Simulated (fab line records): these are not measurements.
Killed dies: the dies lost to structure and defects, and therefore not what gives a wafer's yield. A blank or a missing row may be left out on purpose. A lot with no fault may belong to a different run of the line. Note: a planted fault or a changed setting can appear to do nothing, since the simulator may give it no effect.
Chamber matching    flow n5_finfet    4 sister chambers for N5_BEOL_M4_CMP_52 on cmp-01
The step polishes, stops on SiOC, t overpolish 6.8 s, target thk 40 nm. 8 wafers are shown with their chamber, then 11 later ones without.

== WAFERS PAIRED WITH THEIR CHAMBERS ==
wafer   chamber  time_to_endpoint_s (s)  motor_current_A (A)
L076.5  1        54                      5.5
L080.1  3        65                      5.7
L091.1  2        64                      5.9
L091.4  3        66                      6.0
L091.5  2        62                      6.2
L093.3  1        55                      5.4
L093.6  0        62                      6.3
L090.1  0        60                      7.4

== WAFERS WHOSE CHAMBER IS MISSING ==
wafer   time_to_endpoint_s (s)  motor_current_A (A)
L090.3  55                      5.5
L090.5  60                      6.1
L094.4  63                      5.3
L094.5  56                      5.6
L094.6  61                      7.1
L096.2  58                      5.5
L096.3  68                      5.6
L096.4  61                      7.0
L095.2  65                      6.3
L095.4  66                      5.6
L095.5  55                      5.2

== CHAMBER TAKEN BY EACH ==
wafer   from the rows above           in truth
L090.3  1                             1
L090.5  can't be placed: 0 or 2       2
L094.4  can't be placed: 2 or 3       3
L094.5  1                             1
L094.6  0                             0
L096.2  can't be placed: 1 or 0 or 2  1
L096.3  3                             3
L096.4  0                             0
L095.2  can't be placed: 3 or 2       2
L095.4  3                             3
L095.5  1                             1
Placed correctly: 7 of 11. From these rows, 4 cannot be placed; in 4 the true chamber is one of the candidates. Wrongly placed: 0.
How it was worked out, from the rows above alone: a wafer's distance from a chamber is the root of the sum, over the readings, of the square of ((its reading less the chamber's mean) divided by the reading's scatter). If the next closest chamber is less than 2 further off than the closest, the wafer can't be placed; otherwise it belongs to the closest. The mean given for a chamber averages the wafers shown for that chamber. How the scatter is found: for the shown wafers, subtract from each reading the mean of its chamber, square and add these, divide the total by (wafers less chambers), then take the root.
